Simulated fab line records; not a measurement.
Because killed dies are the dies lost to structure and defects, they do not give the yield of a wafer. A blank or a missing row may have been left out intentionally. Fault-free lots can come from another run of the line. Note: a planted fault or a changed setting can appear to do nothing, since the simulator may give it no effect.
fab line records ; flow nand_harc
record: lots: 14; wafers: 42; last_day: 24
route steps=1159 shown P_M0@264 P_M1@293
lots that met no fault: from a run of the same line without faults
start_h: start of the lot's first displayed wafer, in hours after the record's first day ; wait_h: hours since the lot's step before ; " same as the row above ; L1.1+2: several wafers, shown together as one row ; - value missing, or start not given ; * or withheld: withheld ; < > ~ a bound
route shown NAME@n: NAME is a module with steps in the file, n the number in the route of the first one ; usual: mean/standard deviation of fault-free wafers ; same: alike in all rows ; chamber/n: place in a boat ; sites: readings site by site ; _std_site: how widely they spread, as a standard deviation ; _edge_site: mean of outer sites minus mean of inner sites ; radius_mm: how far each site lies from the wafer's centre ; mask NAME#n: copy n ; behind: the tool/chamber that last shaped the wafer ; hold: what put the lot on hold/how long, in hours/how the hold closed ; device: the transistor (n, p or np) that didn't switch ; end of line: tests of these same wafers at the route's end ; step lacking rows: just its recipe ; killed: not the wafer's yield, but the dies lost to structure and defects at the first sort ; map: the dies of a wafer, with x for killed, . for not killed, _ for no die there
set.NAME: setting as actually run; set.NAME@STEP: the setting as run at that earlier step ; model.NAME: the simulator's own value behind a step, which no gauge read
a sample of lots followed through the steps of the route, with each step as a table and each wafer as a row
services: the hour from which a tool's chamber was out of use, counted from the record's first day as start_h (under 0 if before that day), plus the number of hours and why
== steps ==
step: NHARC_P_M0_OVL_MEAS_10
recipe: pitch_nm: 180
usual: overlay_x_nm: 0.1/0.61; overlay_y_nm: 0.0/0.81
lot.wafer;tool;chamber;start_h;wait_h;overlay_x_nm;overlay_y_nm
L147.2;overlay-02;-;126.38;-;-0.1;0.6
L147.5;overlay-02;-;126.38;-;-0.9;0.6
L147.6;overlay-02;-;126.38;-;-0.9;0.6
L146.1;overlay-02;-;127.05;-;0.6;-1.0
L146.3;overlay-02;-;127.05;-;1.1;-1.2
L146.6;overlay-02;-;127.05;-;1.1;-1.0
L145.1;overlay-02;-;127.61;-;1.4;-0.3
L145.3;overlay-02;-;127.61;-;0.8;0.5
L145.4;overlay-02;-;127.61;-;1.4;0.0
L148.2;overlay-01;-;136.82;-;-0.2;-0.8
L148.3;overlay-01;-;136.82;-;0.1;-0.5
L148.4;overlay-01;-;136.82;-;-0.4;-0.2
L149.3;overlay-02;-;137.38;-;-0.6;-0.5
L149.4;overlay-02;-;137.38;-;-1.1;-0.8
L149.6;overlay-02;-;137.38;-;0.0;-0.4
L150.3;overlay-01;-;144.59;-;-0.8;0.2
L150.4;overlay-01;-;144.59;-;-0.5;0.4
L150.5;overlay-01;-;144.59;-;-0.5;0.1
L155.1;overlay-01;-;180.14;-;0.8;-0.8
L155.2;overlay-01;-;180.14;-;1.0;-0.5
L155.3;overlay-01;-;180.14;-;1.1;-0.9
L158.1;overlay-02;-;192.50;-;0.3;-0.4
L158.3;overlay-02;-;192.50;-;0.8;-0.5
L158.5;overlay-02;-;192.50;-;0.2;-0.3
L156.3;overlay-02;-;195.05;-;0.6;0.0
L156.5;overlay-02;-;195.05;-;0.5;0.4
L156.6;overlay-02;-;195.05;-;0.6;0.4
L164.1;overlay-02;-;228.22;-;0.9;-0.3
L164.3;overlay-02;-;228.22;-;0.8;-0.4
L164.6;overlay-02;-;228.22;-;0.7;-0.2
L165.1;overlay-02;-;231.62;-;-0.7;-0.6
L165.2;overlay-02;-;231.62;-;-0.4;-0.7
L165.4;overlay-02;-;231.62;-;-0.4;0.0
L166.1;overlay-01;-;238.96;-;1.3;1.9
L166.4;overlay-01;-;238.96;-;0.4;1.3
L166.5;overlay-01;-;238.96;-;0.0;2.1
L167.1;overlay-01;-;245.47;-;0.2;1.4
L167.2;overlay-01;-;245.47;-;0.6;1.5
L167.6;overlay-01;-;245.47;-;-0.1;1.0
L168.2;overlay-02;-;247.60;-;-0.5;-0.7
L168.3;overlay-02;-;247.60;-;0.6;-0.6
L168.6;overlay-02;-;247.60;-;0.2;-0.5
step: NHARC_P_M1_PEB_07
recipe: peb_temp_c: 100; peb_time_s: 65
usual: chill_plate_temp_C: 23.01/0.11; heater_power_total_W: 156.7/0.42
lot.wafer;tool;chamber;start_h;wait_h;chill_plate_temp_C;heater_power_total_W
L147.2;litho_track-01;0;130.27;0.1;23.10;156.4
L147.5;litho_track-01;0;130.27;0.1;23.23;157.0
L147.6;litho_track-01;0;130.27;0.1;23.07;157.1
L146.1;litho_track-04;0;130.97;0.1;22.95;157.1
L146.3;litho_track-04;0;130.97;0.1;22.94;157.1
L146.6;litho_track-04;0;130.97;0.1;23.09;157.0
L145.1;litho_track-01;0;131.50;0.1;22.76;156.5
L145.3;litho_track-01;0;131.50;0.1;22.88;156.2
L145.4;litho_track-01;0;131.50;0.1;22.79;156.2
L148.2;litho_track-01;0;140.75;0.1;23.08;156.8
L148.3;litho_track-01;0;140.75;0.1;23.17;157.2
L148.4;litho_track-01;0;140.75;0.1;22.95;156.4
L149.3;litho_track-06;0;141.14;0.0;23.03;157.2
L149.4;litho_track-06;0;141.14;0.0;22.84;157.0
L149.6;litho_track-06;0;141.14;0.0;22.85;157.1
L150.3;litho_track-06;0;148.53;0.0;23.13;156.0
L150.4;litho_track-06;0;148.53;0.0;23.03;156.5
L150.5;litho_track-06;0;148.53;0.0;22.97;156.1
L155.1;litho_track-06;0;184.75;0.1;22.94;156.1
L155.2;litho_track-06;0;184.75;0.1;22.94;156.4
L155.3;litho_track-06;0;184.75;0.1;23.03;157.0
L158.1;litho_track-01;0;196.49;0.1;23.02;211.4
L158.3;litho_track-01;0;196.49;0.1;23.04;157.1
L158.5;litho_track-01;0;196.49;0.1;23.21;211.3
L156.3;litho_track-01;0;199.19;0.0;23.23;156.3
L156.5;litho_track-01;0;199.19;0.0;23.17;211.4
L156.6;litho_track-01;0;199.19;0.0;23.17;156.6
L164.1;litho_track-04;0;232.45;0.1;22.86;156.3
L164.3;litho_track-04;0;232.45;0.1;22.76;157.0
L164.6;litho_track-04;0;232.45;0.1;23.03;156.3
L165.1;litho_track-04;0;235.51;0.1;22.82;156.9
L165.2;litho_track-04;0;235.51;0.1;22.92;157.0
L165.4;litho_track-04;0;235.51;0.1;22.89;156.3
L166.1;litho_track-06;0;242.73;0.1;23.08;157.1
L166.4;litho_track-06;0;242.73;0.1;22.97;157.0
L166.5;litho_track-06;0;242.73;0.1;23.11;156.7
L167.1;litho_track-04;0;249.41;0.1;23.11;157.1
L167.2;litho_track-04;0;249.41;0.1;22.91;156.4
L167.6;litho_track-04;0;249.41;0.1;22.99;156.0
L168.2;litho_track-04;0;251.48;0.1;23.23;156.4
L168.3;litho_track-04;0;251.48;0.1;23.05;156.5
L168.6;litho_track-04;0;251.48;0.1;23.11;156.0
step: NHARC_P_M1_CD_MEAS_09
recipe: target_cd_nm: 130; landing_energy_ev: 500
usual: cd_nm: 130.0/0.73
lot.wafer;tool;chamber;start_h;wait_h;cd_nm
L147.2;cd_sem-02;0;130.35;-;129.9
L147.5;cd_sem-02;0;130.35;-;129.8
L147.6;cd_sem-02;0;130.35;-;130.1
L146.1;cd_sem-01;0;131.05;-;130.3
L146.3;cd_sem-01;0;131.05;-;131.7
L146.6;cd_sem-01;0;131.05;-;130.4
L145.1;cd_sem-03;0;131.59;-;130.2
L145.3;cd_sem-03;0;131.59;-;129.2
L145.4;cd_sem-03;0;131.59;-;130.4
L148.2;cd_sem-02;0;140.83;-;129.2
L148.3;cd_sem-02;0;140.83;-;129.0
L148.4;cd_sem-02;0;140.83;-;128.7
L149.3;cd_sem-03;0;141.22;-;128.3
L149.4;cd_sem-03;0;141.22;-;129.4
L149.6;cd_sem-03;0;141.22;-;128.7
L150.3;cd_sem-01;0;148.62;-;129.5
L150.4;cd_sem-01;0;148.62;-;129.1
L150.5;cd_sem-01;0;148.62;-;129.0
L155.1;cd_sem-02;0;184.83;-;129.4
L155.2;cd_sem-02;0;184.83;-;129.1
L155.3;cd_sem-02;0;184.83;-;129.6
L158.1;cd_sem-02;0;196.57;-;108.4
L158.3;cd_sem-02;0;196.57;-;129.3
L158.5;cd_sem-02;0;196.57;-;109.3
L156.3;cd_sem-03;0;199.27;-;129.5
L156.5;cd_sem-03;0;199.27;-;108.9
L156.6;cd_sem-03;0;199.27;-;130.1
L164.1;cd_sem-02;0;232.52;-;130.7
L164.3;cd_sem-02;0;232.52;-;130.4
L164.6;cd_sem-02;0;232.52;-;130.7
L165.1;cd_sem-03;0;235.59;-;129.8
L165.2;cd_sem-03;0;235.59;-;129.7
L165.4;cd_sem-03;0;235.59;-;130.1
L166.1;cd_sem-01;0;242.81;-;129.3
L166.4;cd_sem-01;0;242.81;-;130.1
L166.5;cd_sem-01;0;242.81;-;130.8
L167.1;cd_sem-02;0;249.49;-;130.6
L167.2;cd_sem-02;0;249.49;-;131.1
L167.6;cd_sem-02;0;249.49;-;130.6
L168.2;cd_sem-01;0;251.56;-;130.3
L168.3;cd_sem-01;0;251.56;-;131.7
L168.6;cd_sem-01;0;251.56;-;130.5
step: NHARC_P_M1_INSPECT_11
usual: raw_defect_count: 3.9/2.2
lot.wafer;tool;chamber;start_h;wait_h;raw_defect_count
L147.2;defect_inspect-01;-;130.49;0.0;5
L147.5;defect_inspect-01;-;130.49;0.0;5
L147.6;defect_inspect-01;-;130.49;0.0;4
L146.1;defect_inspect-01;-;131.17;0.0;4
L146.3;defect_inspect-01;-;131.17;0.0;4
L146.6;defect_inspect-01;-;131.17;0.0;8
L145.1;defect_inspect-02;-;131.73;0.0;6
L145.3;defect_inspect-02;-;131.73;0.0;4
L145.4;defect_inspect-02;-;131.73;0.0;7
L148.2;defect_inspect-01;-;140.95;0.0;4
L148.3;defect_inspect-01;-;140.95;0.0;2
L148.4;defect_inspect-01;-;140.95;0.0;2
L149.3;defect_inspect-02;-;141.34;0.0;0
L149.4;defect_inspect-02;-;141.34;0.0;2
L149.6;defect_inspect-02;-;141.34;0.0;4
L150.3;defect_inspect-01;-;148.74;0.0;8
L150.4;defect_inspect-01;-;148.74;0.0;7
L150.5;defect_inspect-01;-;148.74;0.0;7
L155.1;defect_inspect-02;-;184.95;0.0;3
L155.2;defect_inspect-02;-;184.95;0.0;3
L155.3;defect_inspect-02;-;184.95;0.0;3
L158.1;defect_inspect-02;-;196.69;0.0;4
L158.3;defect_inspect-02;-;196.69;0.0;2
L158.5;defect_inspect-02;-;196.69;0.0;2
L156.3;defect_inspect-02;-;199.39;0.0;4
L156.5;defect_inspect-02;-;199.39;0.0;2
L156.6;defect_inspect-02;-;199.39;0.0;4
L164.1;defect_inspect-02;-;232.65;0.0;5
L164.3;defect_inspect-02;-;232.65;0.0;2
L164.6;defect_inspect-02;-;232.65;0.0;7
L165.1;defect_inspect-02;-;235.71;0.0;5
L165.2;defect_inspect-02;-;235.71;0.0;2
L165.4;defect_inspect-02;-;235.71;0.0;1
L166.1;defect_inspect-01;-;242.94;0.0;4
L166.4;defect_inspect-01;-;242.94;0.0;3
L166.5;defect_inspect-01;-;242.94;0.0;5
L167.1;defect_inspect-02;-;249.61;0.0;1
L167.2;defect_inspect-02;-;249.61;0.0;2
L167.6;defect_inspect-02;-;249.61;0.0;3
L168.2;defect_inspect-02;-;251.69;0.0;7
L168.3;defect_inspect-02;-;251.69;0.0;7
L168.6;defect_inspect-02;-;251.69;0.0;6
step: NHARC_P_M1_DEGAS_29
recipe: temp_c: 250; time_s: 60
usual: heater_power_w: 304/22
same: time_s: 60
lot.wafer;tool;chamber;start_h;wait_h;heater_power_w
L147.2;pvd_sputter-01;-;131.59;-;301
L147.6;pvd_sputter-01;-;131.59;-;287
L147.5;pvd_sputter-01;-;131.59;-;280
L146.1;pvd_sputter-01;-;132.26;-;280
L146.3;pvd_sputter-01;-;132.26;-;310
L146.6;pvd_sputter-01;-;132.26;-;293
L145.1;pvd_sputter-01;-;132.80;-;297
L145.3;pvd_sputter-01;-;132.80;-;282
L145.4;pvd_sputter-01;-;132.80;-;303
L148.2;pvd_sputter-01;-;142.04;-;285
L148.4;pvd_sputter-01;-;142.04;-;319
L148.3;pvd_sputter-01;-;142.04;-;293
L149.3;pvd_sputter-02;-;142.44;-;302
L149.4;pvd_sputter-02;-;142.44;-;350
L149.6;pvd_sputter-02;-;142.44;-;295
L150.3;pvd_sputter-02;-;149.83;-;356
L150.4;pvd_sputter-02;-;149.83;-;335
L150.5;pvd_sputter-02;-;149.83;-;357
L155.3;pvd_sputter-01;-;186.08;-;281
L155.1;pvd_sputter-01;-;186.08;-;296
L155.2;pvd_sputter-01;-;186.08;-;324
L158.1;pvd_sputter-01;-;197.78;-;329
L158.3;pvd_sputter-01;-;197.78;-;296
L158.5;pvd_sputter-01;-;197.78;-;314
L156.3;pvd_sputter-01;-;200.49;-;324
L156.6;pvd_sputter-01;-;200.49;-;294
L156.5;pvd_sputter-01;-;200.49;-;319
L164.1;pvd_sputter-02;-;233.88;-;335
L164.3;pvd_sputter-02;-;233.88;-;318
L164.6;pvd_sputter-02;-;233.88;-;273
L165.4;pvd_sputter-01;-;236.85;-;290
L165.2;pvd_sputter-01;-;236.85;-;324
L165.1;pvd_sputter-01;-;236.85;-;301
L166.1;pvd_sputter-01;-;244.04;-;322
L166.4;pvd_sputter-01;-;244.04;-;308
L166.5;pvd_sputter-01;-;244.04;-;328
L167.1;pvd_sputter-01;-;250.70;-;274
L167.2;pvd_sputter-01;-;250.70;-;326
L167.6;pvd_sputter-01;-;250.70;-;284
L168.3;pvd_sputter-01;-;252.77;-;320
L168.2;pvd_sputter-01;-;252.77;-;310
L168.6;pvd_sputter-01;-;252.77;-;307
== services ==
tool;chamber;start_h;hours;kind
litho_track-06;-;117.00;7.0;pm
pvd_sputter-01;-;121.60;3.0;repair
litho_track-04;-;141.00;7.0;pm
pvd_sputter-01;-;149.57;1.4;repair
pvd_sputter-02;-;152.70;2.4;repair
pvd_sputter-01;-;158.00;10.0;pm
pvd_sputter-01;-;173.37;2.2;repair
pvd_sputter-02;-;214.00;10.0;pm
== key ==
first_sign: step: NHARC_P_M1_PEB_07; reading: heater_power_total_W; direction: up; sigmas: 99+; usual: *; struck: *
effect: step: NHARC_P_M1_CD_MEAS_09; reading: cd_nm; direction: down; sigmas: 29; usual: 130.0; struck: 108.9
met_at NHARC_P_M1_PEB_07
struck_lots L156,L158
struck_wafers L156.5,L158.1,L158.5
sort_left_out L156.5,L158.1,L158.5
not_acting_at NHARC_P_M0_OVL_MEAS_10,NHARC_P_M1_INSPECT_11,NHARC_P_M1_DEGAS_29
onset_between 140.75 196.49
fault: kind: process_parameter_drift; tool: litho_track-01; chamber: -; onset_h: 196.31; steps: NHARC_P_M1_PEB_07; channel: peb_time_s; offset: *; shape: step; end_h: 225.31; scope: struck_wafers_only; acts_in: *; stated: *
sort_left_out: the simulated sort isn't trusted on such a fault, so these wafers' sort isn't shown, and their yield isn't known
